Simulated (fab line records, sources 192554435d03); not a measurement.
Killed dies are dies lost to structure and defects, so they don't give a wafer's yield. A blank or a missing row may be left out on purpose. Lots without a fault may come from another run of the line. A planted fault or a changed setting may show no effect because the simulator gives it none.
Chamber matching | flow n5_finfet | N5_BEOL_M11_CURE_71 on uv_cure-02: 3 sister chambers
The step cures SiCOH lowk, time 240 s. 22 wafers are shown with their chamber, then 11 later ones without.

WAFERS WITH THEIR CHAMBER
wafer  | chamber | wafer_temp_C_max | lamp_power_pct (%)
L074.2 | 2       | 386.8            | 52.30
L074.3 | 2       | 386.7            | 52.31
L074.5 | 2       | 387.0            | 52.25
L076.1 | 0       | 386.5            | 52.29
L076.2 | 0       | 386.8            | 52.32
L076.5 | 0       | 386.5            | 52.37
L080.3 | 1       | 386.5            | 52.30
L080.5 | 1       | 387.0            | 52.43
L080.6 | 1       | 387.2            | 52.31
L081.2 | 0       | 386.5            | 52.28
L081.3 | 0       | 386.5            | 52.22
L081.5 | 0       | 386.9            | 52.28
L083.1 | 0       | 386.8            | 52.31
L083.3 | 0       | 386.5            | 52.35
L083.5 | 0       | 386.8            | 52.27
L086.1 | 1       | 386.6            | 52.32
L086.3 | 1       | 386.4            | 52.29
L086.4 | 1       | 387.0            | 52.41
L089.2 | 0       | 386.5            | 52.27
L089.3 | 0       | 386.1            | 52.28
L089.4 | 0       | 385.8            | 52.36
L090.1 | 1       | 387.4            | 52.24

SIGNATURES (means of the wafers above)
reading          | chamber 0 | chamber 1 | chamber 2 | scatter within a chamber
wafer_temp_C_max | 386.517   | 386.871   | 386.833   | 0.323
lamp_power_pct   | 52.3000   | 52.3286   | 52.2867   | 0.0516
Rule: a wafer's distance from a chamber is the root of the sum, over the readings, of the square of ((its reading less the chamber's mean) divided by the reading's scatter). The wafer belongs to the nearest chamber; if the next one is less than 2 further off, it can't be placed. The scatter: the root of (the sum of the squares of (reading less its chamber's mean) over the shown wafers, divided by (wafers less chambers)).

WAFERS WITHOUT THEIR CHAMBER
wafer  | wafer_temp_C_max | lamp_power_pct (%)
L090.3 | 387.7            | 52.26
L090.6 | 387.6            | 52.33
L092.1 | 386.5            | 52.34
L092.5 | 386.8            | 52.35
L092.6 | 386.6            | 52.19
L093.2 | 386.7            | 52.27
L093.4 | 386.9            | 52.26
L093.6 | 386.9            | 52.36
L096.1 | 386.8            | 52.30
L096.3 | 387.0            | 52.30
L096.4 | 386.7            | 52.34

WHICH CHAMBER EACH WENT THROUGH
wafer  | from the rows above          | in truth
L090.3 | can't be placed: 2 or 1 or 0 | 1
L090.6 | can't be placed: 1 or 2 or 0 | 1
L092.1 | can't be placed: 0 or 1 or 2 | 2
L092.5 | can't be placed: 1 or 2 or 0 | 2
L092.6 | can't be placed: 2 or 0 or 1 | 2
L093.2 | can't be placed: 2 or 0 or 1 | 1
L093.4 | can't be placed: 2 or 1 or 0 | 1
L093.6 | can't be placed: 1 or 2 or 0 | 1
L096.1 | can't be placed: 2 or 1 or 0 | 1
L096.3 | can't be placed: 2 or 1 or 0 | 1
L096.4 | can't be placed: 1 or 0 or 2 | 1
Placed correctly: 0 of 11. Can't be placed from these rows: 11 (the true chamber is among the candidates in 11). Placed wrongly: 0.
